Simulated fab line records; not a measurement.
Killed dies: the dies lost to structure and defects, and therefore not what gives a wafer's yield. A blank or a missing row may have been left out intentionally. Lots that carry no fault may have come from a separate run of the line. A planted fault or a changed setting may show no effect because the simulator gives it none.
fab line records	flow n5_finfet
record lots=24	wafers=72	last_day=19
route steps=1938 shown BEOL_M3@969
lots that met no fault: taken from a fault-free run of the same line
start_h: start of the lot's first displayed wafer, in hours after the record's first day	wait_h: hours elapsed since this lot's preceding step	" repeats the value in the row above	L1.1+2: a row that stands for several wafers	- no value, or no start given	* or withheld: withheld	< > ~ a bound
route shown NAME@n: names a module that has steps shown in the file, with the first one's number in the route	usual: mean/standard deviation of fault-free wafers	same: alike in all rows	chamber/n: place in a boat	sites: readings site by site	_std_site: the values' standard deviation	_edge_site: outer sites' mean less inner sites'	radius_mm: for every site, how far away it sits from the centre of the wafer	mask NAME#n: copy n	behind: tool/chamber where the wafer was last shaped	hold: why the lot was held/for how many hours/how that ended	device: names the non-switching transistor (n, p or np)	end of line: the same wafers' tests at the end of the route	a step without rows: its recipe alone	killed: the dies lost at the first sort to structure and to defects; this is not the yield of the wafer	map: a wafer's dies, x killed, . not, _ none there
set.NAME: the setting that was run; set.NAME@STEP: the one run at that earlier step	model.NAME: the simulator's own value behind a step, which no gauge read
one table for each step of the route and one row for each wafer, over a sample of lots
services: when a tool's chamber went out of use (start_h, in hours from the record's first day, below 0 if earlier), for how many hours, and the reason
## steps
# step N5_BEOL_M3_DESCUM_33
# recipe chemistry=O2	time_s=7	source_power_w=50	bias_power_w=20	pressure_mtorr=20	rf_frequency_hz=2.712e+07	temp_c=40	resist=CAR-EUV	o2_flow_sccm=225
# usual drypump_motor_current_A=5.6/0.69	oes_product_au=0.77/0.095	rf_vpp_V=243.4/1.3	showerhead_plenum_p_Torr=2.10/0.077	throttle_valve_pct=20.50/0.26
lot.wafer	tool	chamber	start_h	wait_h	drypump_motor_current_A	oes_product_au	rf_hours_counter_h	rf_vpp_V	showerhead_plenum_p_Torr	throttle_valve_pct
L074.1	rie_diel-05	0	145.99	0.0	6.7	0.70	192	241.1	1.98	20.71
L074.3	"	3	"	"	4.9	0.97	7	244.1	2.23	20.40
L074.5	"	3	"	"	4.9	0.95	-	245.4	2.23	20.40
L075.2	rie_diel-06	0	152.91	0.0	6.4	0.84	68	246.9	2.20	20.08
L075.4	"	3	"	"	5.5	0.74	171	243.0	2.07	20.38
L075.5	"	0	"	"	6.4	0.84	-	244.6	2.20	20.10
L076.3	rie_diel-05	0	157.70	0.0	6.7	0.69	196	242.0	1.98	20.72
L076.4	"	2	"	"	5.3	0.70	203	243.3	2.15	20.41
L076.6	"	2	"	"	5.3	0.71	-	243.8	2.15	20.42
L077.2	rie_diel-05	0	163.30	0.0	6.7	0.69	198	241.7	1.98	20.73
L077.4	"	3	"	"	4.9	0.95	12	246.1	2.23	20.40
L077.5	"	1	"	"	6.7	0.73	-	241.7	1.99	20.47
L078.1	rie_diel-01	0	170.77	0.1	5.0	0.77	155	243.7	2.18	20.72
L078.3	"	1	"	"	5.2	0.69	223	246.6	2.14	20.29
L078.5	"	3	"	"	4.7	0.70	-	242.6	2.09	20.87
L079.1	rie_diel-05	1	174.78	0.2	6.7	0.74	158	243.1	1.99	20.44
L079.2	"	3	"	"	5.0	0.93	17	244.2	2.23	20.42
L079.6	"	1	"	"	6.7	0.75	-	242.9	1.99	20.46
L080.2	rie_diel-05	3	181.62	0.1	4.9	0.92	20	244.1	2.23	20.43
L080.3	"	0	"	"	6.7	0.69	206	241.7	1.97	20.76
L080.4	"	0	"	"	6.7	0.69	-	241.6	1.97	20.73
L082.2	rie_diel-01	2	186.56	0.0	5.5	0.75	152	243.3	2.10	20.72
L082.3	"	3	"	"	4.7	0.69	228	242.6	2.08	20.87
L082.4	"	1	"	"	5.2	0.69	230	245.1	2.14	20.30
L081.2	rie_diel-01	2	194.26	1.3	5.6	0.75	155	242.1	2.10	20.73
L081.3	"	3	"	"	4.7	0.69	230	242.9	2.08	20.89
L081.5	"	3	"	"	4.7	0.69	-	244.7	2.08	20.89
L083.1	rie_diel-01	2	194.87	0.8	5.5	0.76	155	242.8	2.10	20.73
L083.2	"	1	"	"	5.2	0.68	232	242.4	2.14	20.30
L083.4	"	3	"	"	4.7	0.69	231	242.9	2.08	20.88
L084.1	rie_diel-06	1	202.52	0.0	5.4	0.72	189	241.1	2.08	20.52
L084.2	"	0	"	"	6.4	0.83	74	245.2	2.20	20.10
L084.4	"	2	"	"	6.5	0.92	8	243.3	2.05	20.00
L085.2	rie_diel-06	1	264.55	0.0	5.4	0.71	212	243.4	2.07	20.56
L085.4	"	3	"	"	5.5	0.71	197	244.1	2.06	20.42
L085.6	"	2	"	"	6.5	0.87	-	243.5	2.04	20.04
L088.2	rie_diel-05	3	267.24	0.0	4.9	0.87	48	243.7	2.22	20.47
L088.3	"	0	"	"	6.7	0.68	235	241.1	1.97	20.81
L088.5	"	2	"	"	5.3	0.68	-	244.1	2.14	20.46
L095.2	rie_diel-06	2	268.11	0.1	6.5	0.85	31	241.8	2.04	20.06
L095.5	"	2	"	"	6.5	0.86	-	241.4	2.04	20.05
L095.6	"	1	"	"	5.4	0.70	-	243.2	2.07	20.54
L094.3	rie_diel-01	0	268.88	0.0	5.0	0.76	190	244.2	2.17	20.78
L094.4	"	3	"	"	4.7	0.68	-	244.0	2.07	20.94
L094.5	"	0	"	"	5.0	0.75	-	244.9	2.17	20.79
L089.3	rie_diel-05	1	271.88	0.0	6.7	0.71	191	241.8	1.98	20.52
L089.5	"	2	"	"	5.3	0.68	-	243.8	2.14	20.46
L089.6	"	3	"	"	5.0	0.88	-	246.7	2.22	20.47
L090.1	rie_diel-05	0	271.99	0.1	6.7	0.67	236	241.6	1.96	20.79
L090.3	"	1	"	"	6.7	0.70	191	241.6	1.98	20.51
L090.6	"	3	"	"	5.0	0.87	-	245.5	2.22	20.47
L092.2	rie_diel-01	0	273.82	0.0	5.0	0.75	192	245.0	2.17	20.79
L092.4	"	0	"	"	5.0	0.75	-	244.7	2.17	20.77
L092.6	"	2	"	"	5.5	0.73	-	244.8	2.09	20.76
L091.1	rie_diel-01	1	276.76	0.0	5.2	0.98	3	243.6	2.13	20.07
L091.2	"	0	"	"	5.0	0.75	193	244.2	2.17	20.80
L091.3	"	2	"	"	5.6	0.74	185	243.2	2.09	20.77
L087.1	rie_diel-06	1	280.30	0.0	5.4	0.70	217	242.9	2.07	20.56
L087.2	"	3	"	"	5.4	0.71	202	242.8	2.06	20.41
L087.3	"	2	"	"	6.5	0.85	34	243.0	2.04	20.06
L093.2	rie_diel-06	2	281.61	0.0	6.5	0.85	34	243.4	2.04	20.07
L093.3	"	0	"	"	6.4	0.80	101	244.0	2.19	20.16
L093.6	"	1	"	"	5.4	0.71	-	242.2	2.07	20.57
L096.1	rie_diel-01	0	285.50	0.0	5.0	0.74	195	243.3	2.17	20.79
L096.4	"	1	"	"	5.2	0.97	5	244.8	2.13	20.05
L096.5	"	3	"	"	4.7	1.02	-	244.8	2.07	20.50
L086.3	rie_diel-06	0	295.78	0.0	6.4	0.80	104	245.3	2.19	20.16
L086.4	"	2	"	"	6.5	0.86	37	242.5	2.04	20.07
L086.5	"	3	"	"	5.5	0.71	-	242.4	2.06	20.42
L097.1	rie_diel-01	2	303.16	0.0	5.6	0.74	191	243.9	2.08	20.78
L097.3	"	0	"	"	5.0	0.75	199	243.5	2.17	20.78
L097.6	"	2	"	"	5.5	0.72	-	244.3	2.08	20.77
# step N5_BEOL_M3_ETCH_41
# recipe chemistry=CH3F/O2	target=SiCN	target_depth_a=299	taper_deg=2	time_s=52.5	ion_energy_ev=120	mask_material=TiN	pressure_mtorr=30	source_w=395	bias_w=75	Ar_flow_sccm=150	CH3F_flow_sccm=30	O2_flow_sccm=20
# usual drypump_motor_current_A=5.6/0.65	oes_product_au=0.77/0.094	rf_vpp_V=297.8/1.4	showerhead_plenum_p_Torr=2.02/0.062	throttle_valve_pct=16.44/0.24
lot.wafer	tool	chamber	start_h	wait_h	drypump_motor_current_A	oes_product_au	rf_hours_counter_h	rf_vpp_V	showerhead_plenum_p_Torr	throttle_valve_pct
L074.1	rie_diel-05	0	-	-	6.7	0.71	193	295.7	1.91	16.77
L074.3	"	3	"	"	4.9	0.95	8	298.5	2.12	16.18
L074.5	"	2	"	"	5.3	0.71	-	298.3	2.07	16.44
L075.2	rie_diel-05	2	-	-	5.3	0.70	203	298.9	2.07	16.45
L075.4	"	0	"	"	6.7	0.71	195	295.0	1.91	16.78
L075.5	"	0	"	"	6.7	0.71	-	297.6	1.91	16.75
L076.3	rie_diel-01	0	-	-	5.0	0.78	151	298.6	2.08	16.54
L076.4	"	2	"	"	5.5	0.77	142	298.0	2.01	16.56
L076.6	"	0	"	"	5.0	0.77	-	299.5	2.08	16.54
L077.2	rie_diel-06	1	-	-	5.4	0.71	186	298.6	1.98	16.42
L077.4	"	0	"	"	6.4	0.83	71	299.9	2.10	16.02
L077.5	"	0	"	"	6.3	0.82	-	299.2	2.10	16.01
L078.1	rie_diel-05	0	-	-	6.7	0.70	202	295.0	1.91	16.76
L078.3	"	1	"	"	6.7	0.74	157	295.5	1.93	16.54
L078.5	"	0	"	"	6.7	0.71	-	295.3	1.91	16.79
L079.1	rie_diel-01	2	-	-	5.5	0.76	148	298.5	2.00	16.56
L079.2	"	0	"	"	5.0	0.76	157	298.1	2.07	16.54
L079.6	"	2	"	"	5.6	0.76	-	299.1	2.00	16.56
L080.2	rie_diel-01	2	-	-	5.6	0.77	152	298.2	2.00	16.57
L080.3	"	3	"	"	4.7	0.70	227	297.3	1.97	16.64
L080.4	"	1	"	"	5.2	0.69	229	298.3	2.06	16.40
L082.2	rie_diel-05	3	-	-	4.9	0.90	22	300.3	2.12	16.22
L082.3	"	0	"	"	6.7	0.70	208	295.8	1.91	16.79
L082.4	"	1	"	"	6.7	0.72	164	296.7	1.93	16.57
L081.2	rie_diel-01	2	-	-	5.5	0.76	155	298.2	2.00	16.57
L081.3	"	3	"	"	4.7	0.70	231	296.8	1.97	16.66
L081.5	"	3	"	"	4.7	0.70	-	297.6	1.97	16.64
L083.1	rie_diel-01	2	-	-	5.5	0.75	156	295.7	2.00	16.57
L083.2	"	0	"	"	5.0	0.76	165	299.9	2.07	16.56
L083.4	"	1	"	"	5.2	0.69	233	297.9	2.06	16.39
L084.1	rie_diel-06	2	-	-	6.5	0.91	8	296.9	1.97	15.95
L084.2	"	1	"	"	5.4	0.71	189	296.7	1.98	16.43
L084.4	"	3	"	"	5.4	0.74	178	297.8	2.00	16.48
L085.2	rie_diel-06	2	-	-	6.5	0.86	30	296.6	1.97	15.99
L085.4	"	0	"	"	6.4	0.81	97	299.9	2.09	16.06
L085.6	"	1	"	"	5.4	0.69	-	297.6	1.98	16.46
L088.2	rie_diel-06	1	-	-	5.4	0.70	213	295.4	1.97	16.46
L088.3	"	0	"	"	6.4	0.79	98	298.9	2.09	16.06
L088.5	"	0	"	"	6.4	0.80	-	298.9	2.09	16.08
L095.2	rie_diel-01	2	-	-	5.5	0.74	183	297.5	1.99	16.63
L095.5	"	2	"	"	5.5	0.74	-	295.9	1.99	16.63
L095.6	"	1	"	"	5.2	1.01	-	299.2	2.06	16.00
L094.3	rie_diel-05	1	-	-	6.7	0.71	191	296.2	1.92	16.60
L094.4	"	0	"	"	6.7	0.69	236	296.1	1.90	16.84
L094.5	"	0	"	"	6.7	0.69	-	296.3	1.90	16.83
L089.3	rie_diel-01	1	-	-	5.2	0.99	3	299.5	2.06	16.02
L089.5	"	0	"	"	5.0	0.74	-	299.5	2.06	16.62
L089.6	"	1	"	"	5.2	0.99	-	297.6	2.06	16.01
L090.1	rie_diel-01	2	-	-	5.5	0.74	186	298.7	1.99	16.63
L090.3	"	0	"	"	5.0	0.74	194	298.5	2.06	16.62
L090.6	"	2	"	"	5.6	0.74	-	298.6	1.99	16.63
L092.2	rie_diel-01	2	-	-	5.5	0.73	186	295.1	1.99	16.64
L092.4	"	1	"	"	5.2	0.99	-	299.1	2.06	16.00
L092.6	"	0	"	"	5.0	0.75	-	300.0	2.06	16.61
L091.1	rie_diel-01	0	-	-	5.0	0.75	195	299.8	2.06	16.58
L091.2	"	1	"	"	5.2	0.99	4	298.7	2.06	16.02
L091.3	"	2	"	"	5.6	0.73	187	298.1	1.99	16.63
L093.2	rie_diel-01	1	-	-	5.2	0.98	5	299.4	2.06	15.99
L093.3	"	0	"	"	5.0	0.73	195	298.3	2.06	16.62
L093.6	"	1	"	"	5.2	0.99	-	297.9	2.06	16.02
L087.1	rie_diel-06	2	-	-	6.5	0.85	36	294.9	1.96	16.02
L087.2	"	3	"	"	5.5	0.72	203	297.1	1.99	16.51
L087.3	"	0	"	"	6.4	0.79	102	298.9	2.09	16.08
L096.1	rie_diel-05	1	-	-	6.7	0.70	194	294.7	1.92	16.62
L096.4	"	0	"	"	6.7	0.68	240	295.0	1.90	16.84
L096.5	"	2	"	"	5.3	0.68	-	297.6	2.06	16.49
L086.3	rie_diel-01	2	-	-	5.6	0.72	190	298.0	1.99	16.63
L086.4	"	2	"	"	5.5	0.73	-	297.4	1.99	16.66
L086.5	"	0	"	"	5.0	0.72	-	297.1	2.06	16.61
L097.1	rie_diel-05	2	-	-	5.3	0.68	241	298.5	2.06	16.51
L097.3	"	1	"	"	6.7	0.70	198	296.6	1.92	16.62
L097.6	"	3	"	"	4.9	0.86	-	298.2	2.11	16.28
# step N5_BEOL_M3_SPUTTER_79
# recipe material=Cu	target_thk_a=45	temp_c=-20	chamber_pressure_pa=0.07	power_w=withheld	time_s=8.29
# usual throttle_valve_pct=29.8/1
lot.wafer	tool	chamber	start_h	wait_h	throttle_valve_pct
L074.1	pvd_sputter-03	-	149.50	0.1	28.5
L074.3	"	-	"	"	30.6
L074.5	"	-	"	"	31.5
L075.2	pvd_sputter-01	-	159.05	0.1	31.4
L075.4	"	-	"	"	30.3
L075.5	"	-	"	"	30.5
L076.3	pvd_sputter-02	-	160.43	0.1	28.7
L076.4	"	-	"	"	29.1
L076.6	"	-	"	"	30.5
L077.2	pvd_sputter-02	-	168.09	0.1	30.8
L077.4	"	-	"	"	28.3
L077.5	"	-	"	"	30.6
L078.1	pvd_sputter-02	-	173.80	0.1	29.1
L078.3	"	-	"	"	30.8
L078.5	"	-	"	"	28.4
L079.1	pvd_sputter-02	-	177.13	0.1	29.3
L079.2	"	-	"	"	28.3
L079.6	"	-	"	"	28.4
L080.2	pvd_sputter-02	-	186.32	0.1	30.7
L080.3	"	-	"	"	28.3
L080.4	"	-	"	"	28.9
L082.2	pvd_sputter-01	-	189.26	0.1	30.2
L082.3	"	-	"	"	30.1
L082.4	"	-	"	"	30.0
L081.2	pvd_sputter-01	-	196.95	0.1	31.2
L081.3	"	-	"	"	30.1
L081.5	"	-	"	"	29.6
L083.1	pvd_sputter-03	-	198.95	0.1	31.2
L083.2	"	-	"	"	28.7
L083.4	"	-	"	"	30.6
L084.1	pvd_sputter-01	-	204.13	0.1	31.4
L084.2	"	-	"	"	30.4
L084.4	"	-	"	"	30.1
L085.2	pvd_sputter-03	-	268.63	0.1	28.4
L085.4	"	-	"	"	29.2
L085.6	"	-	"	"	31.5
L088.2	pvd_sputter-02	-	271.29	0.1	29.1
L088.3	"	-	"	"	30.7
L088.5	"	-	"	"	28.9
L095.2	pvd_sputter-03	-	273.51	0.1	29.1
L095.5	"	-	"	"	31.0
L095.6	"	-	"	"	28.6
L094.3	pvd_sputter-02	-	274.29	0.1	29.0
L094.4	"	-	"	"	29.4
L094.5	"	-	"	"	29.3
L089.3	pvd_sputter-02	-	279.11	0.1	28.2
L089.5	"	-	"	"	30.7
L089.6	"	-	"	"	29.0
L090.1	pvd_sputter-03	-	280.55	0.1	31.2
L090.3	"	-	"	"	30.8
L090.6	"	-	"	"	28.9
L092.2	pvd_sputter-02	-	281.65	0.1	28.3
L092.4	"	-	"	"	29.3
L092.6	"	-	"	"	29.2
L091.1	pvd_sputter-01	-	284.87	0.1	30.0
L091.2	"	-	"	"	31.3
L091.3	"	-	"	"	30.5
L093.2	pvd_sputter-03	-	286.80	0.1	30.6
L093.3	"	-	"	"	29.1
L093.6	"	-	"	"	28.8
L087.1	pvd_sputter-01	-	288.55	0.1	31.3
L087.2	"	-	"	"	30.4
L087.3	"	-	"	"	30.1
L096.1	pvd_sputter-03	-	290.82	0.1	28.3
L096.4	"	-	"	"	31.3
L096.5	"	-	"	"	28.1
L086.3	pvd_sputter-01	-	299.94	0.1	30.4
L086.4	"	-	"	"	30.0
L086.5	"	-	"	"	30.0
L097.1	pvd_sputter-02	-	315.58	0.1	29.0
L097.3	"	-	"	"	30.4
L097.6	"	-	"	"	28.3
# step N5_BEOL_M3_SPUTTER_94
# recipe material=Cu	target_thk_a=45	temp_c=-20	chamber_pressure_pa=0.07	power_w=withheld	time_s=8.29
# usual throttle_valve_pct=29.8/1.1
lot.wafer	tool	chamber	start_h	wait_h	throttle_valve_pct
L074.1	pvd_sputter-03	-	150.82	0.1	28.3
L074.3	"	-	"	"	30.6
L074.5	"	-	"	"	31.3
L075.2	pvd_sputter-01	-	160.37	0.1	31.6
L075.4	"	-	"	"	30.1
L075.5	"	-	"	"	30.3
L076.3	pvd_sputter-02	-	161.75	0.1	28.2
L076.4	"	-	"	"	28.9
L076.6	"	-	"	"	30.5
L077.2	pvd_sputter-02	-	169.41	0.1	30.7
L077.4	"	-	"	"	28.7
L077.5	"	-	"	"	30.7
L078.1	pvd_sputter-02	-	175.12	0.1	29.2
L078.3	"	-	"	"	30.8
L078.5	"	-	"	"	28.4
L079.1	pvd_sputter-02	-	178.45	0.1	29.6
L079.2	"	-	"	"	28.4
L079.6	"	-	"	"	28.3
L080.2	pvd_sputter-02	-	187.64	0.1	30.4
L080.3	"	-	"	"	28.4
L080.4	"	-	"	"	29.5
L082.2	pvd_sputter-01	-	190.58	0.1	30.3
L082.3	"	-	"	"	30.2
L082.4	"	-	"	"	30.1
L081.2	pvd_sputter-01	-	198.27	0.1	31.6
L081.3	"	-	"	"	29.9
L081.5	"	-	"	"	30.1
L083.1	pvd_sputter-03	-	200.27	0.1	31.3
L083.2	"	-	"	"	29.1
L083.4	"	-	"	"	30.8
L084.1	pvd_sputter-01	-	205.45	0.1	31.3
L084.2	"	-	"	"	30.2
L084.4	"	-	"	"	29.9
L085.2	pvd_sputter-03	-	269.95	0.1	28.4
L085.4	"	-	"	"	28.5
L085.6	"	-	"	"	31.2
L088.2	pvd_sputter-02	-	272.61	0.1	28.9
L088.3	"	-	"	"	30.6
L088.5	"	-	"	"	29.1
L095.2	pvd_sputter-03	-	274.83	0.1	28.9
L095.5	"	-	"	"	30.6
L095.6	"	-	"	"	28.7
L094.3	pvd_sputter-02	-	275.61	0.1	29.0
L094.4	"	-	"	"	29.4
L094.5	"	-	"	"	29.2
L089.3	pvd_sputter-02	-	280.43	0.1	28.3
L089.5	"	-	"	"	30.6
L089.6	"	-	"	"	29.3
L090.1	pvd_sputter-03	-	281.87	0.1	31.1
L090.3	"	-	"	"	30.8
L090.6	"	-	"	"	29.0
L092.2	pvd_sputter-02	-	282.97	0.1	28.4
L092.4	"	-	"	"	28.7
L092.6	"	-	"	"	29.2
L091.1	pvd_sputter-01	-	286.19	0.1	30.0
L091.2	"	-	"	"	31.2
L091.3	"	-	"	"	30.4
L093.2	pvd_sputter-03	-	288.12	0.1	31.2
L093.3	"	-	"	"	28.7
L093.6	"	-	"	"	28.9
L087.1	pvd_sputter-01	-	289.87	0.1	31.1
L087.2	"	-	"	"	30.3
L087.3	"	-	"	"	30.3
L096.1	pvd_sputter-03	-	292.14	0.1	28.0
L096.4	"	-	"	"	31.3
L096.5	"	-	"	"	28.4
L086.3	pvd_sputter-01	-	301.26	0.1	30.3
L086.4	"	-	"	"	29.9
L086.5	"	-	"	"	30.3
L097.1	pvd_sputter-02	-	316.90	0.1	29.2
L097.3	"	-	"	"	30.9
L097.6	"	-	"	"	28.4
# step N5_BEOL_M3_ANNEAL_95
# recipe temp_c=400	time_s=240	ambient=vacuum
# usual heater_power_w=830/46
lot.wafer	tool	chamber	start_h	wait_h	heater_power_w
L074.1	pvd_sputter-03	-	150.90	0.0	913
L074.3	"	-	"	"	880
L074.5	"	-	"	"	815
L075.2	pvd_sputter-01	-	160.45	0.0	736
L075.4	"	-	"	"	794
L075.5	"	-	"	"	829
L076.3	pvd_sputter-02	-	161.83	0.0	826
L076.4	"	-	"	"	888
L076.6	"	-	"	"	780
L077.2	pvd_sputter-02	-	169.49	0.0	782
L077.4	"	-	"	"	825
L077.5	"	-	"	"	784
L078.1	pvd_sputter-02	-	175.20	0.0	879
L078.3	"	-	"	"	774
L078.5	"	-	"	"	817
L079.1	pvd_sputter-02	-	178.53	0.0	891
L079.2	"	-	"	"	801
L079.6	"	-	"	"	811
L080.2	pvd_sputter-02	-	187.72	0.0	762
L080.3	"	-	"	"	823
L080.4	"	-	"	"	871
L082.2	pvd_sputter-01	-	190.66	0.0	875
L082.3	"	-	"	"	784
L082.4	"	-	"	"	828
L081.2	pvd_sputter-01	-	198.35	0.0	766
L081.3	"	-	"	"	812
L081.5	"	-	"	"	811
L083.1	pvd_sputter-03	-	200.35	0.0	831
L083.2	"	-	"	"	858
L083.4	"	-	"	"	878
L084.1	pvd_sputter-01	-	205.53	0.0	742
L084.2	"	-	"	"	808
L084.4	"	-	"	"	824
L085.2	pvd_sputter-03	-	270.03	0.0	894
L085.4	"	-	"	"	877
L085.6	"	-	"	"	831
L088.2	pvd_sputter-02	-	272.69	0.0	806
L088.3	"	-	"	"	766
L088.5	"	-	"	"	783
L095.2	pvd_sputter-03	-	274.91	0.0	869
L095.5	"	-	"	"	896
L095.6	"	-	"	"	883
L094.3	pvd_sputter-02	-	275.69	0.0	779
L094.4	"	-	"	"	873
L094.5	"	-	"	"	885
L089.3	pvd_sputter-02	-	280.51	0.0	816
L089.5	"	-	"	"	785
L089.6	"	-	"	"	780
L090.1	pvd_sputter-03	-	281.95	0.0	811
L090.3	"	-	"	"	881
L090.6	"	-	"	"	893
L092.2	pvd_sputter-02	-	283.05	0.0	831
L092.4	"	-	"	"	775
L092.6	"	-	"	"	797
L091.1	pvd_sputter-01	-	286.27	0.0	875
L091.2	"	-	"	"	760
L091.3	"	-	"	"	836
L093.2	pvd_sputter-03	-	288.20	0.0	922
L093.3	"	-	"	"	906
L093.6	"	-	"	"	903
L087.1	pvd_sputter-01	-	289.95	0.0	757
L087.2	"	-	"	"	788
L087.3	"	-	"	"	843
L096.1	pvd_sputter-03	-	292.22	0.0	877
L096.4	"	-	"	"	815
L096.5	"	-	"	"	894
L086.3	pvd_sputter-01	-	301.34	0.0	812
L086.4	"	-	"	"	884
L086.5	"	-	"	"	790
L097.1	pvd_sputter-02	-	316.98	0.0	781
L097.3	"	-	"	"	790
L097.6	"	-	"	"	823
# step N5_BEOL_M3_CMP_52
# recipe stop_on=SiOC	t_overpolish_s=6.8	down_force_psi=1	platen_rpm=50	clearing_platen_down_force_psi=1.5	clearing_platen_rpm=50	post_cmp_clean=cu_alkaline	target_thk_nm=40	clearing_platen_pad_velocity_m_s=0.99484	pad_velocity_m_s=0.99484
# usual barrier_field_endpoint_s=24.5/0.67	motor_current_A=6.0/0.73	overpolish_run_s=6.800/0.0093	retaining_ring_pressure_frac=0.999/0.0052	time_to_endpoint_s=62.0/2.8
# same t_overpolish_s=6.8
lot.wafer	tool	chamber	start_h	wait_h	barrier_field_endpoint_s	motor_current_A	overpolish_run_s	retaining_ring_pressure_frac	time_to_endpoint_s
L074.3	cmp-03	3	151.67	0.2	24.3	6.4	6.802	1.004	66.1
L074.1	"	0	"	"	24.1	5.8	6.817	1.005	63.9
L074.5	"	1	"	"	24.4	6.7	6.806	1.010	61.2
L075.4	cmp-01	3	161.08	0.1	23.7	5.5	6.802	1.001	58.2
L075.2	"	2	"	"	23.8	7.1	6.795	0.997	58.2
L075.5	"	3	"	"	23.3	5.3	6.799	1.003	56.2
L076.3	cmp-02	2	162.54	0.2	24.8	6.3	6.806	1.010	63.1
L076.4	"	3	"	"	24.4	6.8	6.800	0.998	61.7
L076.6	"	1	"	"	24.6	5.0	6.808	1.001	61.3
L077.2	cmp-02	1	170.21	0.3	25.6	5.1	6.806	1.005	64.8
L077.4	"	2	"	"	26.7	5.9	6.799	1.004	64.6
L077.5	"	0	"	"	25.7	5.1	6.794	0.987	60.2
L078.3	cmp-02	2	175.83	0.2	24.2	6.2	6.790	1.008	64.7
L078.1	"	1	"	"	24.0	5.3	6.813	0.992	63.2
L078.5	"	2	"	"	25.5	5.9	6.801	0.998	64.0
L079.2	cmp-01	2	179.25	0.3	24.2	6.7	6.804	0.998	61.3
L079.1	"	0	"	"	24.4	6.3	6.807	1.001	63.5
L079.6	"	1	"	"	24.7	7.1	6.804	1.003	61.4
L080.3	cmp-02	3	188.35	0.2	24.5	6.4	6.805	1.002	59.5
L080.2	"	1	"	"	24.3	5.5	6.798	1.007	64.4
L080.4	"	2	"	"	24.8	6.0	6.789	1.008	62.9
L082.2	cmp-02	2	191.29	0.2	24.7	6.1	6.797	1.007	62.9
L082.4	"	0	"	"	24.5	4.9	6.789	1.002	58.5
L082.3	"	1	"	"	25.0	5.1	6.794	1.003	61.0
L081.3	cmp-01	0	199.95	0.3	24.9	5.6	6.793	0.998	63.9
L081.2	"	1	"	"	23.9	6.8	6.808	0.996	58.2
L081.5	"	3	"	"	23.9	5.2	6.801	1.004	59.6
L083.4	cmp-02	1	201.02	0.2	24.5	5.0	6.797	0.997	61.5
L083.2	"	2	"	"	24.8	6.0	6.808	1.002	60.6
L083.1	"	3	"	"	24.2	6.5	6.816	1.003	59.0
L084.2	cmp-01	0	206.16	0.2	23.7	5.8	6.796	1.002	60.6
L084.4	"	2	"	"	24.0	6.8	6.793	1.006	58.8
L084.1	"	3	"	"	24.5	5.4	6.802	1.004	57.5
L085.4	cmp-02	1	270.66	0.1	25.5	5.1	6.802	1.000	66.1
L085.2	"	3	"	"	24.0	6.7	6.811	0.991	63.6
L085.6	"	1	"	"	25.5	5.3	6.769	0.996	68.0
L088.3	cmp-02	1	273.36	0.2	24.1	5.2	6.798	0.998	64.2
L088.2	"	3	"	"	24.6	7.0	6.798	1.002	61.9
L088.5	"	0	"	"	23.7	5.0	6.808	1.003	64.9
L095.2	cmp-03	2	275.55	0.2	24.2	6.3	6.802	0.993	62.1
L095.5	"	2	"	"	24.9	6.3	6.802	0.999	62.8
L095.6	"	3	"	"	24.9	6.5	6.777	0.996	67.5
L094.4	cmp-01	1	276.40	0.2	25.4	6.9	6.797	0.999	58.6
L094.3	"	2	"	"	25.4	7.0	6.801	1.004	61.3
L094.5	"	3	"	"	24.6	5.0	6.793	0.993	58.7
L089.3	cmp-01	2	281.30	0.3	23.8	6.7	6.814	1.002	60.9
L089.5	"	2	"	"	23.9	7.0	6.782	0.989	59.4
L089.6	"	3	"	"	23.9	5.2	6.799	0.991	58.7
L090.3	cmp-01	1	282.59	0.2	24.3	7.0	6.803	0.993	61.6
L090.1	"	0	"	"	23.8	5.8	6.787	0.989	62.7
L090.6	"	2	"	"	24.6	7.0	6.794	0.996	64.0
L092.4	cmp-01	2	283.77	0.2	24.0	6.8	6.787	0.997	63.2
L092.2	"	3	"	"	23.5	5.2	6.802	1.005	59.0
L092.6	"	1	"	"	24.1	6.6	6.799	0.996	59.4
L091.2	cmp-01	0	286.91	0.2	25.5	6.1	6.798	0.996	66.7
L091.1	"	2	"	"	25.3	7.0	6.782	0.998	63.9
L091.3	"	3	"	"	24.3	5.1	6.811	0.992	60.6
L093.2	cmp-02	0	288.99	0.4	24.3	4.9	6.810	0.999	60.9
L093.3	"	3	"	"	24.4	6.4	6.788	0.995	60.3
L093.6	"	1	"	"	24.5	5.0	6.805	0.999	61.1
L087.1	cmp-01	0	290.60	0.3	25.3	6.0	6.798	0.997	66.8
L087.2	"	1	"	"	24.4	6.7	6.791	1.002	63.8
L087.3	"	3	"	"	24.9	5.3	6.788	1.001	65.6
L096.1	cmp-02	0	292.89	0.3	24.1	4.8	6.819	0.990	64.0
L096.4	"	1	"	"	24.7	5.3	6.787	0.995	63.6
L096.5	"	3	"	"	23.8	6.8	6.808	1.000	60.3
L086.4	cmp-01	2	302.01	0.2	24.2	7.0	6.796	0.998	59.8
L086.3	"	0	"	"	24.6	6.0	6.818	1.012	62.9
L086.5	"	1	"	"	24.5	7.0	6.794	0.994	64.0
L097.3	cmp-03	2	317.61	0.2	24.6	6.7	6.803	1.003	61.5
L097.1	"	1	"	"	24.2	6.5	6.790	0.997	61.8
L097.6	"	3	"	"	25.2	6.4	6.803	0.995	65.3
## services
tool	chamber	start_h	hours	kind
cmp-03	-	153.60	5.6	pm
cmp-01	-	156.94	4.0	pm
rie_diel-05	2	167.42	14.2	repair
rie_diel-06	-	168.33	28.1	pm
cmp-01	-	180.89	3.8	repair
cmp-02	-	192.55	0.3	repair
cmp-01	-	224.40	0.8	repair
cmp-01	-	231.27	3.5	pm
cmp-02	-	234.08	4.0	pm
cmp-01	-	246.25	7.9	pm
rie_diel-01	1	249.23	-	clean
rie_diel-01	1	249.23	-	consumable_replace:focus_ring
rie_diel-01	1	249.23	20.2	scheduled_down
rie_diel-01	1	249.23	20.2	vent_cycle
rie_diel-05	-	253.99	4.3	pm
cmp-03	-	254.31	4.0	pm
pvd_sputter-01	-	273.00	6.9	repair
cmp-02	-	278.02	5.3	pm
cmp-03	-	282.78	8.0	pm
rie_diel-05	-	284.08	2.4	repair
rie_diel-01	1	294.48	7.1	repair
cmp-03	-	297.70	4.0	repair
pvd_sputter-01	-	303.61	2.6	repair
cmp-02	-	304.89	2.2	repair
## key
fault none
